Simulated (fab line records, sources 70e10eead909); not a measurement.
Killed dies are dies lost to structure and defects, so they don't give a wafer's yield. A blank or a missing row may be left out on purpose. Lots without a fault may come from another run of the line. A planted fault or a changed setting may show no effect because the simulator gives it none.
Which tool did it? | flow nand_harc | 11 lots, 33 wafers sampled, at 6 steps of a route of 1159

WHAT THE GAUGES READ, wafer by wafer
NHARC_A_WL_FILL_INSPECT_15. Usual: raw_defect_count 383, standard deviation 110.
lot  | measured     | on                | raw_defect_count | flag
L484 | day 16 08:08 | defect_inspect-02 | 524 492 738      |
L483 | day 16 05:10 | defect_inspect-01 | 309 216 589      |
L488 | day 16 12:52 | defect_inspect-02 | 546 423 455      |
L485 | day 16 18:23 | defect_inspect-02 | 493 319 325      |
L487 | day 16 20:46 | defect_inspect-01 | 350 528 372      |
L490 | day 17 12:29 | defect_inspect-02 | 264 262 442      |
L491 | day 18 15:09 | defect_inspect-01 | 334 381 485      |
L495 | day 19 07:27 | defect_inspect-02 | 747 339 542      |
L496 | day 19 07:38 | defect_inspect-01 | 351 267 404      |
L502 | day 20 16:50 | defect_inspect-01 | 440 334 318      |
L505 | day 21 12:34 | defect_inspect-02 | 335 405 300      |

NHARC_A_CONTACT_CD_MEAS_42: target cd 200 nm. Usual: cd_nm 200.0 nm, standard deviation 0.65.
lot  | measured     | on        | cd_nm (nm)                          | flag
L484 | day 16 14:45 | cd_sem-01 | 200.0 199.4 199.2                   |
L483 | day 16 09:02 | cd_sem-01 | 200.1 200.4 200.0                   |
L488 | day 16 18:45 | cd_sem-01 | 199.1 199.1 199.5                   |
L485 | day 16 22:23 | cd_sem-02 | 199.1 199.9 199.7                   |
L487 | day 17 00:42 | cd_sem-03 | 199.8 200.3 200.1                   |
L490 | day 17 18:50 | cd_sem-03 | 200.3 200.2 200.4                   |
L491 | day 18 19:35 | cd_sem-02 | 214.3 213.5 213.2 214.4 213.7 213.2 | OFF
L495 | day 19 10:59 | cd_sem-02 | 199.4 199.4 199.0                   |
L496 | day 19 11:42 | cd_sem-03 | 210.2 210.1 210.4 209.9 209.8 210.3 | OFF
L502 | day 20 20:29 | cd_sem-02 | 199.6 199.6 199.8                   |
L505 | day 21 17:09 | cd_sem-02 | 200.3 200.8 200.7                   |

NHARC_END_SORT_01. Usual: killed_at_array 25, standard deviation 9.2; killed_at_other 0.9, standard deviation 1.3; killed_at_periphery 3.3, standard deviation 2.3; killed_dies 29, standard deviation 9.6; killed_open 3.2, standard deviation 1.8; killed_short 2, standard deviation 1.4.
lot  | measured     | on        | killed_at_array | killed_at_other | killed_at_periphery | killed_dies | killed_open | killed_short | flag
L491 | day 22 13:34 | prober-01 | 23 24 21        | 1 0 0           | 5 7 1               | 29 31 22    | 4 6 3       | 3 2 1        |

WHICH TOOL RAN EACH LOT (tool, then ch and the chambers of the sampled wafers, then the start)
lot  | NHARC_A_SLIT_DESCUM_14             | NHARC_A_CONTACT_DEP_29          | NHARC_A_CONTACT_EXPOSE_39
L484 | rie_diel-07 ch 0,1,2, day 14 15:10 | pecvd-01 ch 1,2, day 16 13:56   | arfi_scanner-01 ch 0, day 16 14:37
L483 | rie_diel-09 ch 0,2,3, day 14 15:20 | pecvd-01 ch 1,2, day 16 08:13   | arfi_scanner-02 ch 0, day 16 08:53
L488 | rie_diel-01 ch 1,2,3, day 14 23:05 | pecvd-02 ch 0,1,2, day 16 18:02 | arfi_scanner-01 ch 0, day 16 18:37
L485 | rie_diel-09 ch 1,3, day 14 23:16   | pecvd-01 ch 0,2, day 16 21:40   | arfi_scanner-02 ch 0, day 16 22:14
L487 | rie_diel-09 ch 0,1,2, day 15 04:53 | pecvd-02 ch 1,2, day 16 23:58   | arfi_scanner-03 ch 0, day 17 00:34
L490 | rie_diel-09 ch 1,2,3, day 15 21:46 | pecvd-01 ch 0,2, day 17 18:14   | arfi_scanner-03 ch 0, day 17 18:42
L491 | rie_diel-09 ch 0,2, day 16 20:41   | pecvd-03 ch 0,2, day 18 18:59   | arfi_scanner-01 ch 0, day 18 19:26
L495 | rie_diel-07 ch 0,2,3, day 17 14:28 | pecvd-01 ch 0,1, day 19 10:22   | arfi_scanner-03 ch 0, day 19 10:51
L496 | rie_diel-01 ch 1,2,3, day 17 15:41 | pecvd-01 ch 0,1,2, day 19 11:04 | arfi_scanner-01 ch 0, day 19 11:34
L502 | rie_diel-01 ch 0,2,3, day 18 16:58 | pecvd-02 ch 0,1,2, day 20 19:46 | arfi_scanner-03 ch 0, day 20 20:21
L505 | rie_diel-09 ch 1,2,3, day 19 08:46 | pecvd-01 ch 0,1,2, day 21 16:31 | arfi_scanner-03 ch 0, day 21 17:01
- NHARC_A_SLIT_DESCUM_14: chemistry O2, time 3 s.
- NHARC_A_CONTACT_DEP_29: deposits SiON, target thk 70 nm.
- NHARC_A_CONTACT_EXPOSE_39: exposes mask A CC 3.

WHAT THE TOOLS THEMSELVES READ (means of the sampled wafers that have a number; where no wafer has one, the mark that the record gives instead)
NHARC_A_SLIT_DESCUM_14. Usual: chamber_pressure_mTorr 60.00 mTorr, standard deviation 0.056; drypump_motor_current_A 5.5 A, standard deviation 0.51; oes_product_au 0.998 a.u., standard deviation 0.0077; rf_vpp_V 57.8 V, standard deviation 0.9; showerhead_plenum_p_Torr 1.90 Torr, standard deviation 0.11; throttle_valve_pct 11.310 %, standard deviation 0.0092.
lot  | tool        | chamber_pressure_mTorr (mTorr) | drypump_motor_current_A (A) | oes_product_au (a.u.) | rf_vpp_V (V) | showerhead_plenum_p_Torr (Torr) | throttle_valve_pct (%) | flag
L484 | rie_diel-07 | 60.02                          | 5.4                         | 0.994                 | 58.0         | 1.99                            | 11.310                 |
L483 | rie_diel-09 | 60.01                          | 5.3                         | 0.997                 | 57.3         | 1.88                            | 11.309                 |
L488 | rie_diel-01 | 59.96                          | 5.8                         | 1.001                 | 57.9         | 1.87                            | 11.315                 |
L485 | rie_diel-09 | 60.00                          | 5.2                         | 1.001                 | 58.5         | 2.00                            | 11.309                 |
L487 | rie_diel-09 | 60.06                          | 5.2                         | 0.991                 | 56.8         | 1.84                            | 11.304                 |
L490 | rie_diel-09 | 60.05                          | 5.2                         | 0.992                 | 57.0         | 1.92                            | 11.317                 |
L491 | rie_diel-09 | 60.07                          | 5.2                         | 1.004                 | 57.6         | 1.79                            | 11.305                 |
L495 | rie_diel-07 | 60.00                          | 5.8                         | 1.004                 | 57.6         | 1.95                            | 11.315                 |
L496 | rie_diel-01 | 60.02                          | 5.8                         | 1.000                 | 57.9         | 1.87                            | 11.311                 |
L502 | rie_diel-01 | 59.99                          | 5.8                         | 0.996                 | 57.4         | 1.86                            | 11.313                 |
L505 | rie_diel-09 | 60.05                          | 5.2                         | 0.996                 | 57.1         | 1.92                            | 11.320                 |

NHARC_A_CONTACT_DEP_29. Usual: heater_power_outer_w 475 W, standard deviation 62; heater_power_w 806 W, standard deviation 77.
lot  | tool     | heater_power_outer_w (W) | heater_power_w (W) | flag
L484 | pecvd-01 | 476                      | 834                |
L483 | pecvd-01 | 516                      | 874                |
L488 | pecvd-02 | 556                      | 881                |
L485 | pecvd-01 | 464                      | 770                |
L487 | pecvd-02 | 460                      | 779                |
L490 | pecvd-01 | 454                      | 766                |
L491 | pecvd-03 | 477                      | 775                |
L495 | pecvd-01 | 474                      | 837                |
L496 | pecvd-01 | 422                      | 738                |
L502 | pecvd-02 | 526                      | 864                |
L505 | pecvd-01 | 491                      | 850                |

NHARC_A_CONTACT_EXPOSE_39. Usual: exposure_dose_mJ_cm2 58.76, standard deviation 0.058.
lot  | tool            | exposure_dose_mJ_cm2 | flag
L484 | arfi_scanner-01 | 58.80                |
L483 | arfi_scanner-02 | 58.73                |
L488 | arfi_scanner-01 | 58.85                |
L485 | arfi_scanner-02 | 58.78                |
L487 | arfi_scanner-03 | 58.77                |
L490 | arfi_scanner-03 | 58.74                |
L491 | arfi_scanner-01 | 74.97                | OFF
L495 | arfi_scanner-03 | 58.76                |
L496 | arfi_scanner-01 | 71.84                | OFF
L502 | arfi_scanner-03 | 58.71                |
L505 | arfi_scanner-03 | 58.70                |

THE ANSWER, worked out from the rows above alone
Rule: a lot is off if the mean of its wafers that have a number lies more than 3 standard deviations from the usual mean. A lot without any number at a reading at which 4 lots or more have one is off too. The other lots that the step has rows for count as sound. The gauges are gone through in route order, then the tools' own readings, and for those a lot's mean is taken as printed above. The first step at which some lot is off is used, and at that step the reading that is off furthest; a lot without a number counts as furthest.
Off: L491, L496, at NHARC_A_CONTACT_CD_MEAS_42 (cd_nm).
A tool fits if, at a process step before that reading, it ran every lot that is off, and no sound lot after the first of them. The gauges at NHARC_A_CONTACT_CD_MEAS_42 aren't tried: what is off there is off at NHARC_A_CONTACT_EXPOSE_39 too, on other tools, and a gauge's error can't cause that. One fits: arfi_scanner-01 at NHARC_A_CONTACT_EXPOSE_39. Its last sound lot is L488 (day 16 18:37), its first lot that is off L491 (day 18 19:26): a fault that began between those two fits.
The tool's own readings at NHARC_A_CONTACT_EXPOSE_39 bear it out: on the lots that are off they differ by more than 5 times the standard deviation of the sound lots' means. exposure_dose_mJ_cm2 reads 73.41 there against 58.76 on the sound lots.

WHAT THE SIMULATOR HAD PUT IN
Process parameter drift: arfi_scanner-01, from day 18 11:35 on, at NHARC_A_CONTACT_EXPOSE_39. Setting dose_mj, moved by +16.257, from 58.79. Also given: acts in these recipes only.
Lots struck among those shown: L491, L496. The rule above found the same.
